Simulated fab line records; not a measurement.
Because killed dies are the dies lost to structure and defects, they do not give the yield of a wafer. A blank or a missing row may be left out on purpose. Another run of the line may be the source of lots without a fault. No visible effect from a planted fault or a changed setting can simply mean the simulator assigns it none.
Chamber matching + flow n5Finfet + N5_BEOL_M7_DESCUM_33 on rieDiel-03: 4 sister chambers
The step chemistry O2, time 7 s. 8 wafers are shown with their chamber, then 8 later ones without.

EACH WAFER AND ITS CHAMBER
| wafer  | chamber | showerheadPlenumPTorr (Torr) | throttleValvePct (%) |
|--------|---------|------------------------------|----------------------|
| L078.3 | 2       | 2.18                         | 20.36                |
| L078.6 | 2       | 2.18                         | 20.35                |
| L082.1 | 0       | 2.16                         | 20.44                |
| L082.4 | 3       | 1.92                         | 20.20                |
| L085.2 | 1       | 2.17                         | 20.34                |
| L085.4 | 1       | 2.17                         | 20.33                |
| L085.6 | 0       | 2.15                         | 20.45                |
| L090.1 | 3       | 1.92                         | 20.24                |

WAFERS WHOSE CHAMBER IS MISSING
| wafer  | showerheadPlenumPTorr (Torr) | throttleValvePct (%) |
|--------|------------------------------|----------------------|
| L090.3 | 2.17                         | 20.38                |
| L090.6 | 1.92                         | 20.23                |
| L093.1 | 2.16                         | 20.35                |
| L093.4 | 2.17                         | 20.41                |
| L093.5 | 2.16                         | 20.36                |
| L094.2 | 2.17                         | 20.40                |
| L094.3 | 1.91                         | 20.27                |
| L094.4 | 2.16                         | 20.36                |

THE CHAMBER EACH PASSED THROUGH
| wafer  | from the rows above          | in truth |
|--------|------------------------------|----------|
| L090.3 | can't be placed: 1 or 2      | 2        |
| L090.6 | 3                            | 3        |
| L093.1 | 1                            | 1        |
| L093.4 | can't be placed: 2 or 0 or 1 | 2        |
| L093.5 | 1                            | 1        |
| L094.2 | can't be placed: 2 or 1 or 0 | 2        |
| L094.3 | 3                            | 3        |
| L094.4 | 1                            | 1        |
Correct placement for 5 of the 8. Cannot be placed on the basis of these rows: 3; the candidates contain the true chamber in 3. 0 placed wrongly.
How it was worked out, from the rows above alone: a wafer's distance from a chamber is the root of the sum, over the readings, of the square of ((its reading less the chamber's mean) divided by the reading's scatter). If the next closest chamber is less than 2 further off than the closest, the wafer can't be placed; otherwise it belongs to the closest. Each chamber's mean is taken over the wafers shown for it. The scatter: take each reading less its chamber's mean, square it, sum over the shown wafers, divide by the number of wafers less the number of chambers, and take the root.
